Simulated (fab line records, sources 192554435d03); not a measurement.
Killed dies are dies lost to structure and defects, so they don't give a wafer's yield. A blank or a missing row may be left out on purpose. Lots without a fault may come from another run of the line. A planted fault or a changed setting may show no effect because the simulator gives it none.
Which tool did it? | flow n5_finfet | 15 lots, 45 wafers sampled, at 6 steps of a route of 1938

WHAT THE GAUGES READ, wafer by wafer
N5_BEOL_M9_CD_MEAS_18: pitch 140 nm, target cd 70 nm. Usual: cd_nm 69.8 nm, standard deviation 0.97.
lot  | measured     | on        | cd_nm (nm)     | flag
L654 | day 9 06:42  | cd_sem-03 | 72.1 70.8 69.3 |
L657 | day 10 03:44 | cd_sem-02 | 70.2 68.2 70.7 |
L659 | day 10 20:56 | cd_sem-03 | 68.6 70.3 69.1 |
L661 | day 10 23:08 | cd_sem-02 | 69.8 68.1 69.4 |
L663 | day 11 23:36 | cd_sem-02 | 70.8 71.7 68.8 |
L664 | day 12 03:47 | cd_sem-02 | 70.6 69.7 70.0 |
L666 | day 12 13:02 | cd_sem-01 | 69.1 69.9 69.0 |
L665 | day 12 19:24 | cd_sem-02 | 69.6 70.2 71.1 |
L668 | day 12 19:35 | cd_sem-03 | 69.1 67.5 69.0 |
L667 | day 12 22:46 | cd_sem-02 | - - -          | OFF
L669 | day 13 05:31 | cd_sem-02 | - - -          | OFF
L671 | day 13 21:40 | cd_sem-03 | - - -          | OFF
L670 | day 14 11:54 | cd_sem-03 | 70.2 70.3 69.6 |
L676 | day 15 07:20 | cd_sem-01 | 71.5 70.2 70.5 |
L677 | day 15 18:41 | cd_sem-03 | 67.7 68.8 67.4 |

WHICH TOOL RAN EACH LOT (tool, then ch and the chambers of the sampled wafers, then the start)
lot  | N5_BEOL_M8_CMP_52             | N5_BEOL_M9_HM_DEP_02         | N5_BEOL_M9_DESCUM_16               | N5_BEOL_M9_ETCH_62                 | N5_BEOL_M9_HM_OPEN_17
L654 | cmp-04 ch 0,3, day 9 03:52    | pvd_sputter-03, day 9 05:43  | rie_diel-01 ch 0,2,3, day 9 06:10  | rie_diel-01 ch 0,2,3, day 9 06:15  | rie_metal-02 ch 0,1, day 9 06:28
L657 | cmp-03 ch 0,1,2, day 10 00:11 | pvd_sputter-03, day 10 02:42 | rie_diel-01 ch 0,1,2, day 10 03:17 | rie_diel-01 ch 0,1,2, day 10 03:22 | rie_metal-03 ch 0,1, day 10 03:34
L659 | cmp-01 ch 0,1,2, day 10 17:31 | pvd_sputter-01, day 10 19:53 | rie_diel-06 ch 0,1,3, day 10 20:29 | rie_diel-06 ch 0,1,3, day 10 20:34 | rie_metal-03 ch 0,1, day 10 20:46
L661 | cmp-01 ch 0,1,2, day 10 19:38 | pvd_sputter-03, day 10 22:06 | rie_diel-01 ch 0,1,2, day 10 22:41 | rie_diel-01 ch 0,1,2, day 10 22:46 | rie_metal-02 ch 0,1, day 10 22:58
L663 | cmp-03 ch 0,1,3, day 11 20:33 | pvd_sputter-02, day 11 22:17 | rie_diel-03 ch 0,1, day 11 23:08   | rie_diel-03 ch 0,1, day 11 23:13   | rie_metal-01 ch 0,1, day 11 23:25
L664 | cmp-01 ch 0,1,3, day 12 00:14 | pvd_sputter-01, day 12 02:26 | rie_diel-03 ch 1,2, day 12 03:14   | rie_diel-03 ch 1,2, day 12 03:19   | rie_metal-02 ch 1, day 12 03:31
L666 | cmp-01 ch 1,3, day 12 09:47   | pvd_sputter-03, day 12 11:37 | rie_diel-01 ch 1,3, day 12 12:34   | rie_diel-01 ch 1,3, day 12 12:39   | rie_metal-01 ch 0,1, day 12 12:50
L665 | cmp-04 ch 0,1, day 12 15:58   | pvd_sputter-03, day 12 18:10 | rie_diel-03 ch 0,2,3, day 12 18:57 | rie_diel-03 ch 0,2,3, day 12 19:02 | rie_metal-01 ch 0,1, day 12 19:15
L668 | cmp-01 ch 0,1,2, day 12 16:14 | pvd_sputter-02, day 12 18:14 | rie_diel-01 ch 1,2,3, day 12 19:07 | rie_diel-01 ch 1,2,3, day 12 19:12 | rie_metal-03 ch 0,1, day 12 19:23
L667 | cmp-01 ch 0,2,3, day 12 19:55 | pvd_sputter-02, day 12 21:48 | rie_diel-01 ch 1,2,3, day 12 22:19 | rie_diel-01 ch 1,2,3, day 12 22:24 | rie_metal-03 ch 0,1, day 12 22:35
L669 | cmp-04 ch 0,1,3, day 13 02:20 | pvd_sputter-02, day 13 04:36 | rie_diel-03 ch 0,2,3, day 13 05:04 | rie_diel-03 ch 0,2,3, day 13 05:09 | rie_metal-01 ch 0,1, day 13 05:20
L671 | cmp-01 ch 1,2, day 13 17:28   | pvd_sputter-01, day 13 20:45 | rie_diel-03 ch 0,1,3, day 13 21:13 | rie_diel-03 ch 0,1,3, day 13 21:18 | rie_metal-02 ch 0,1, day 13 21:31
L670 | cmp-03 ch 0,1,3, day 14 06:37 | pvd_sputter-02, day 14 10:52 | rie_diel-06 ch 0,2,3, day 14 11:26 | rie_diel-06 ch 0,2,3, day 14 11:32 | rie_metal-02 ch 0,1, day 14 11:43
L676 | cmp-03 ch 2,3, day 15 03:32   | pvd_sputter-03, day 15 06:19 | rie_diel-06 ch 1,2,3, day 15 06:50 | rie_diel-06 ch 1,2,3, day 15 06:56 | rie_metal-02 ch 0,1, day 15 07:07
L677 | cmp-03 ch 1,3, day 15 14:42   | pvd_sputter-03, day 15 17:39 | rie_diel-01 ch 0,1,3, day 15 18:14 | rie_diel-01 ch 0,1,3, day 15 18:19 | rie_metal-02 ch 0, day 15 18:31
- N5_BEOL_M8_CMP_52: polishes, stops on SiCOH lowk, t overpolish 6.9 s, target thk 80 nm.
- N5_BEOL_M9_HM_DEP_02: deposits TiN, target thk 20 nm.
- N5_BEOL_M9_DESCUM_16: chemistry O2, time 7.9 s.
- N5_BEOL_M9_ETCH_62: etches SOC in N2/H2, target depth 110 nm, overetch 22 nm, time 165 s.
- N5_BEOL_M9_HM_OPEN_17: chemistry Cl2/BCl3, target TiN, target depth 20 nm, overetch 6 nm.

WHAT THE TOOLS THEMSELVES READ (means of the sampled wafers that have a number; where no wafer has one, the mark that the record gives instead)
N5_BEOL_M8_CMP_52. Usual: barrier_field_endpoint_s 28.6 s, standard deviation 0.79; head_pressure_psi 0.9998 psi, standard deviation 0.0024; motor_current_A 6.2 A, standard deviation 0.57; overpolish_run_s 6.900 s, standard deviation 0.01; retaining_ring_pressure_frac 0.999, standard deviation 0.0049; time_to_endpoint_s 61 s, standard deviation 4.1.
lot  | tool   | barrier_field_endpoint_s (s) | head_pressure_psi (psi) | motor_current_A (A) | overpolish_run_s (s) | retaining_ring_pressure_frac | time_to_endpoint_s (s) | flag
L654 | cmp-04 | 29.0                         | 1.0009                  | 6.4                 | 6.901                | 0.992                        | 62                     |
L657 | cmp-03 | 28.5                         | 0.9980                  | 6.6                 | 6.904                | 0.999                        | 60                     |
L659 | cmp-01 | 27.9                         | 1.0007                  | 5.8                 | 6.896                | 0.997                        | 60                     |
L661 | cmp-01 | 29.2                         | 1.0004                  | 5.8                 | 6.901                | 0.996                        | 61                     |
L663 | cmp-03 | 28.4                         | 0.9983                  | 6.3                 | 6.904                | 1.005                        | 58                     |
L664 | cmp-01 | 28.5                         | 1.0005                  | 6.2                 | 6.902                | 0.999                        | 63                     |
L666 | cmp-01 | 28.2                         | 0.9988                  | 5.8                 | 6.899                | 1.003                        | 58                     |
L665 | cmp-04 | 29.1                         | 1.0015                  | 6.1                 | 6.891                | 0.995                        | 63                     |
L668 | cmp-01 | 28.6                         | 1.0003                  | 6.0                 | 6.895                | 1.000                        | 59                     |
L667 | cmp-01 | 28.6                         | 0.9968                  | 6.2                 | 6.893                | 0.998                        | 63                     |
L669 | cmp-04 | 28.9                         | 0.9977                  | 5.9                 | 6.900                | 0.997                        | 61                     |
L671 | cmp-01 | 28.0                         | 1.0019                  | 5.4                 | 6.900                | 0.996                        | 60                     |
L670 | cmp-03 | 29.0                         | 1.0004                  | 6.2                 | 6.906                | 1.002                        | 61                     |
L676 | cmp-03 | 28.8                         | 0.9995                  | 6.4                 | 6.909                | 0.996                        | 62                     |
L677 | cmp-03 | 28.9                         | 0.9991                  | 6.2                 | 6.904                | 1.003                        | 60                     |

N5_BEOL_M9_HM_DEP_02. Usual: chamber_pressure_pa 0.4999 Pa, standard deviation 0.00095; substrate_temp_c 25.00 C, standard deviation 0.1; throttle_valve_pct 30.3 %, standard deviation 1.3.
lot  | tool           | chamber_pressure_pa (Pa) | substrate_temp_c (C) | throttle_valve_pct (%) | flag
L654 | pvd_sputter-03 | 0.4999                   | 25.01                | 31.2                   |
L657 | pvd_sputter-03 | 0.5005                   | 25.08                | 31.2                   |
L659 | pvd_sputter-01 | 0.4993                   | 24.98                | 28.3                   |
L661 | pvd_sputter-03 | 0.4995                   | 24.98                | 31.4                   |
L663 | pvd_sputter-02 | 0.4997                   | 25.09                | 30.2                   |
L664 | pvd_sputter-01 | 0.5002                   | 24.94                | 27.8                   |
L666 | pvd_sputter-03 | 0.4994                   | 24.93                | 31.6                   |
L665 | pvd_sputter-03 | 0.4999                   | 24.98                | 31.5                   |
L668 | pvd_sputter-02 | 0.5002                   | 25.03                | 30.0                   |
L667 | pvd_sputter-02 | 0.4996                   | 24.93                | 29.9                   |
L669 | pvd_sputter-02 | 0.5003                   | 24.88                | 30.3                   |
L671 | pvd_sputter-01 | 0.4998                   | 24.93                | 28.4                   |
L670 | pvd_sputter-02 | 0.4995                   | 24.97                | 30.2                   |
L676 | pvd_sputter-03 | 0.5016                   | 25.06                | 31.1                   |
L677 | pvd_sputter-03 | 0.5003                   | 25.03                | 31.4                   |

N5_BEOL_M9_DESCUM_16. Usual: drypump_motor_current_A 5.9 A, standard deviation 0.46; o2_flow_sccm 225.0 sccm, standard deviation 0.63; oes_product_au 0.76 a.u., standard deviation 0.089; rf_vpp_V 243.1 V, standard deviation 1.5; showerhead_plenum_p_Torr 2.08 Torr, standard deviation 0.083; throttle_valve_pct 20.5 %, standard deviation 0.32.
lot  | tool        | drypump_motor_current_A (A) | o2_flow_sccm (sccm) | oes_product_au (a.u.) | rf_vpp_V (V) | showerhead_plenum_p_Torr (Torr) | throttle_valve_pct (%) | flag
L654 | rie_diel-01 | 5.4                         | 225.3               | 0.73                  | 243.0        | 2.12                            | 20.7                   |
L657 | rie_diel-01 | 5.5                         | 225.8               | 0.78                  | 243.3        | 2.12                            | 20.5                   |
L659 | rie_diel-06 | 6.3                         | 224.6               | 0.78                  | 241.4        | 2.03                            | 20.2                   |
L661 | rie_diel-01 | 5.5                         | 225.2               | 0.78                  | 243.4        | 2.12                            | 20.6                   |
L663 | rie_diel-03 | 6.1                         | 225.9               | 0.71                  | 243.0        | 2.11                            | 20.9                   |
L664 | rie_diel-03 | 6.4                         | 224.4               | 0.67                  | 243.5        | 2.08                            | 20.6                   |
L666 | rie_diel-01 | 5.5                         | 225.6               | 0.85                  | 243.2        | 2.10                            | 20.4                   |
L665 | rie_diel-03 | 5.9                         | 225.1               | 0.72                  | 244.2        | 2.09                            | 20.4                   |
L668 | rie_diel-01 | 5.4                         | 225.0               | 0.78                  | 243.8        | 2.13                            | 20.6                   |
L667 | rie_diel-01 | 5.4                         | 224.9               | 0.78                  | 243.8        | 2.12                            | 20.6                   |
L669 | rie_diel-03 | 5.9                         | 224.4               | 0.72                  | 243.1        | 2.09                            | 20.4                   |
L671 | rie_diel-03 | 6.1                         | 225.2               | 0.71                  | 242.2        | 2.05                            | 20.6                   |
L670 | rie_diel-06 | 6.0                         | 224.4               | 0.79                  | 241.7        | 1.98                            | 20.3                   |
L676 | rie_diel-06 | 6.0                         | 225.5               | 0.82                  | 242.6        | 2.04                            | 20.3                   |
L677 | rie_diel-01 | 5.5                         | 225.5               | 0.84                  | 242.9        | 2.08                            | 20.5                   |

N5_BEOL_M9_ETCH_62. Usual: bias_w 150.0 W, standard deviation 0.47; chamber_pressure_mTorr 30.00 mTorr, standard deviation 0.031; drypump_motor_current_A 5.9 A, standard deviation 0.47; oes_product_au 0.65 a.u., standard deviation 0.071; rf_vpp_V 523.8 V, standard deviation 2.8; showerhead_plenum_p_Torr 2.54 Torr, standard deviation 0.1; throttle_valve_pct 17.96 %, standard deviation 0.27.
lot  | tool        | bias_w (W) | chamber_pressure_mTorr (mTorr) | drypump_motor_current_A (A) | oes_product_au (a.u.) | rf_vpp_V (V) | showerhead_plenum_p_Torr (Torr) | throttle_valve_pct (%) | flag
L654 | rie_diel-01 | 150.3      | 30.00                          | 5.4                         | 0.62                  | 524.4        | 2.58                            | 18.21                  |
L657 | rie_diel-01 | 149.8      | 29.97                          | 5.5                         | 0.66                  | 524.6        | 2.58                            | 17.93                  |
L659 | rie_diel-06 | 149.7      | 29.98                          | 6.3                         | 0.66                  | 521.8        | 2.49                            | 17.70                  |
L661 | rie_diel-01 | 150.4      | 29.99                          | 5.5                         | 0.65                  | 525.1        | 2.57                            | 17.96                  |
L663 | rie_diel-03 | 149.5      | 30.00                          | 6.1                         | 0.61                  | 524.0        | 2.55                            | 18.18                  |
L664 | rie_diel-03 | 150.3      | 29.97                          | 6.4                         | 0.58                  | 523.7        | 2.54                            | 18.02                  |
L666 | rie_diel-01 | 150.2      | 30.00                          | 5.5                         | 0.71                  | 524.4        | 2.57                            | 17.96                  |
L665 | rie_diel-03 | 149.9      | 30.01                          | 5.9                         | 0.61                  | 524.4        | 2.57                            | 17.97                  |
L668 | rie_diel-01 | 150.2      | 30.00                          | 5.4                         | 0.67                  | 525.1        | 2.59                            | 18.09                  |
L667 | rie_diel-01 | -          | -                              | -                           | -                     | -            | -                               | -                      | OFF
L669 | rie_diel-03 | -          | -                              | -                           | -                     | -            | -                               | -                      | OFF
L671 | rie_diel-03 | -          | -                              | -                           | -                     | -            | -                               | -                      | OFF
L670 | rie_diel-06 | 150.1      | 29.98                          | 6.0                         | 0.66                  | 520.0        | 2.40                            | 17.74                  |
L676 | rie_diel-06 | 150.2      | 29.98                          | 6.0                         | 0.69                  | 523.4        | 2.49                            | 17.82                  |
L677 | rie_diel-01 | 149.8      | 30.01                          | 5.5                         | 0.70                  | 524.2        | 2.54                            | 18.02                  |

N5_BEOL_M9_HM_OPEN_17. Usual: drypump_motor_current_A 5.7 A, standard deviation 0.47; mfc_cl2_sccm 53.25 sccm, standard deviation 0.15; oes_product_au 0.64 a.u., standard deviation 0.11; throttle_valve_pct 22.33 %, standard deviation 0.17.
lot  | tool         | drypump_motor_current_A (A) | mfc_cl2_sccm (sccm) | oes_product_au (a.u.) | throttle_valve_pct (%) | flag
L654 | rie_metal-02 | 5.3                         | 53.26               | 0.62                  | 22.49                  |
L657 | rie_metal-03 | 6.0                         | 53.25               | 0.57                  | 22.25                  |
L659 | rie_metal-03 | 6.0                         | 53.14               | 0.57                  | 22.25                  |
L661 | rie_metal-02 | 5.6                         | 53.19               | 0.70                  | 22.37                  |
L663 | rie_metal-01 | 6.0                         | 53.30               | 0.58                  | 22.46                  |
L664 | rie_metal-02 | 5.8                         | 53.26               | 0.77                  | 22.26                  |
L666 | rie_metal-01 | 6.0                         | 53.12               | 0.58                  | 22.45                  |
L665 | rie_metal-01 | 6.0                         | 53.18               | 0.59                  | 22.44                  |
L668 | rie_metal-03 | 5.6                         | 53.32               | 0.57                  | 22.28                  |
L667 | rie_metal-03 | 5.6                         | 53.28               | 0.25                  | 22.92                  | OFF
L669 | rie_metal-01 | 6.0                         | 53.43               | 0.26                  | 23.11                  | OFF
L671 | rie_metal-02 | 5.4                         | 53.35               | 0.35                  | 22.83                  |
L670 | rie_metal-02 | 5.4                         | 53.14               | 0.78                  | 22.19                  |
L676 | rie_metal-02 | 5.3                         | 53.25               | 0.78                  | 22.17                  |
L677 | rie_metal-02 | 5.1                         | 53.22               | 0.78                  | 22.15                  |

THE ANSWER, worked out from the rows above alone
Rule: a lot is off if the mean of its wafers that have a number lies more than 3 standard deviations from the usual mean. A lot without any number at a reading at which 4 lots or more have one is off too. The other lots that the step has rows for count as sound. The gauges are gone through in route order, then the tools' own readings, and for those a lot's mean is taken as printed above. The first step at which some lot is off is used, and at that step the reading that is off furthest; a lot without a number counts as furthest.
Off: L667, L669, L671, at N5_BEOL_M9_CD_MEAS_18 (cd_nm). Without a number there: L667, L669, L671.
A tool fits if, at a process step before that reading, it ran every lot that is off, and no sound lot after the first of them. The gauges at N5_BEOL_M9_CD_MEAS_18 aren't tried: what is off there is off at N5_BEOL_M9_ETCH_62 too, on other tools, and a gauge's error can't cause that. None of those tried fits.

WHAT THE SIMULATOR HAD PUT IN
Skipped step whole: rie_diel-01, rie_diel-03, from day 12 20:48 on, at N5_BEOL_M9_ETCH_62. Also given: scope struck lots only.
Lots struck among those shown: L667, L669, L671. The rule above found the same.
